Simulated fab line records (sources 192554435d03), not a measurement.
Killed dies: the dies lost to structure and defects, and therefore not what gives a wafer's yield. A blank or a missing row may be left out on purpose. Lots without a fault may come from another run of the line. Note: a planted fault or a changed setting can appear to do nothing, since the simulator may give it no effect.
Split-lot experiment | flow n5-finfet | route with 1938 steps; 7 lots, 21 wafers read

== SPLIT DETAILS ==
At N5_DUMMY_GATE_COAT_09 (resist thk 30 nm), the setting spin-rpm was moved away from the recipe's 1500 rpm on 5 of the 21 wafers read, by -9.1% to +8.5%. For the rest of the wafers, this setting stayed at what the recipe calls for.

== FROM THE SPLIT TO THE READING: what the file shows between them, 4 steps ==
- N5_DUMMY_GATE_EBR_11
- N5_DUMMY_GATE_SOFTBAKE_10: time 60 s
- N5_DUMMY_GATE_EXPOSE_12: exposes mask GATE, target cd 25 nm
- N5_DUMMY_GATE_PEB_13: peb time 60 s

== THE READING ==
CAR-EUV_of_DUMMY_GATE_COAT_09.thk-nm (the simulator's own value, which no gauge read), in nm, at N5_DUMMY_GATE_DEVELOP_14 (develop time 30 s). The file does not state a usual value for it. The 16 wafers here that ran the recipe average 29.6 nm, standard deviation 0.12 nm.

wafer  | tool, chamber at the split | spin-rpm as run, rpm | against the recipe | CAR-EUV_of_DUMMY_GATE_COAT_09.thk-nm, nm | against lot-mates on the recipe
L074.3 | litho-track-03, 0          | 1500                 | recipe             | 29.6                                     | -
L074.5 | litho-track-03, 0          | 1500                 | recipe             | 29.8                                     | -
L074.6 | litho-track-03, 0          | 1500                 | recipe             | 29.8                                     | -
L076.2 | litho-track-03, 0          | 1500                 | recipe             | 29.6                                     | -
L076.3 | litho-track-03, 0          | 1500                 | recipe             | 29.6                                     | -
L076.4 | litho-track-03, 0          | 1500                 | recipe             | 29.6                                     | -
L079.1 | litho-track-01, 0          | 1500                 | recipe             | 29.4                                     | -
L079.4 | litho-track-01, 0          | 1567                 | +4.5%              | 28.8                                     | -0.7
L079.6 | litho-track-01, 0          | 1500                 | recipe             | 29.6                                     | -
L083.1 | litho-track-03, 0          | 1500                 | recipe             | 29.6                                     | -
L083.5 | litho-track-03, 0          | 1500                 | recipe             | 29.6                                     | -
L083.6 | litho-track-03, 0          | 1500                 | recipe             | 29.6                                     | -
L088.1 | litho-track-04, 0          | 1583                 | +5.5%              | 28.6                                     | -0.8
L088.3 | litho-track-04, 0          | 1583                 | +5.5%              | 28.6                                     | -0.8
L088.5 | litho-track-04, 0          | 1500                 | recipe             | 29.4                                     | -
L092.2 | litho-track-04, 0          | 1363                 | -9.1%              | 31                                       | +1.5
L092.5 | litho-track-04, 0          | 1500                 | recipe             | 29.4                                     | -
L092.6 | litho-track-04, 0          | 1500                 | recipe             | 29.6                                     | -
L095.1 | litho-track-03, 0          | 1628                 | +8.5%              | 28.4                                     | -1.1
L095.4 | litho-track-03, 0          | 1500                 | recipe             | 29.4                                     | -
L095.5 | litho-track-03, 0          | 1500                 | recipe             | 29.6                                     | -

THE FIT
A straight line over all 21 wafers: CAR-EUV_of_DUMMY_GATE_COAT_09.thk-nm changes by -0.157 nm for each +1% of spin-rpm; r = -0.98; the points scatter about the line by 0.12 nm.
The same after taking each lot's own level away (the mean of its wafers on the recipe; 21 wafers): -0.149 nm for each +1%; r = -0.99; scatter 0.084 nm.
According to that fit, moving spin-rpm by its largest amount changes the reading by 1.4 nm.
Across the lots, their own levels run from 29.40 to 29.73 nm, a range of 2.8 times the standard deviation given above.
The two slopes are in agreement: the lot-to-lot level therefore moves the slope only a little.
Check: +1.26 nm against its lot-mates is what the line predicts for one of the wafers moved furthest among these (-9.1%) when that wafer is left out of the fit. Against them it came out at +1.5 nm.

== THE OTHER SPLITS THESE WAFERS WENT THROUGH ==
Other splits were also applied to these wafers ahead of the reading. Each is held against what the fit with the lots' levels taken away leaves over:
other split on the same wafers             | wafers away from the commonest value | r with CAR-EUV_of_DUMMY_GATE_COAT_09.thk-nm (lot level and that fit taken away)
N5_ZERO_LAYER_PECVD_02 time-s              | 8                                    | +0.09
N5_ZERO_LAYER_EXPOSE_08 dose-mj            | 5                                    | -0.19
N5_FIN_SAQP_PECVD_48 time-s                | 8                                    | -0.30
N5_FIN_SAQP_PECVD_06 time-s                | 8                                    | +0.31
N5_FIN_SAQP_MANDREL_ETCH_22 over-etch-frac | 3                                    | +0.20

== THE WHOLE CHAIN: every reading that the file lists as answering this split, in the file's order ==
step                     | what it does      | reading                                                                               | change (the file's fit)               | r (the file's)
N5_DUMMY_GATE_COAT_09    | resist thk 30 nm  | CAR-EUV_of_DUMMY_GATE_COAT_09.thk-nm (the simulator's own value, which no gauge read) | -0.138 nm for each +1% of the setting | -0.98
N5_DUMMY_GATE_DEVELOP_14 | develop time 30 s | CAR-EUV_of_DUMMY_GATE_COAT_09.thk-nm (the simulator's own value, which no gauge read) | -0.148 nm for each +1% of the setting | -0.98

== THE FILE'S OWN FIT ==
CAR-EUV_of_DUMMY_GATE_COAT_09.thk-nm changes by -0.148 nm for each +1% of spin-rpm, r = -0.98.
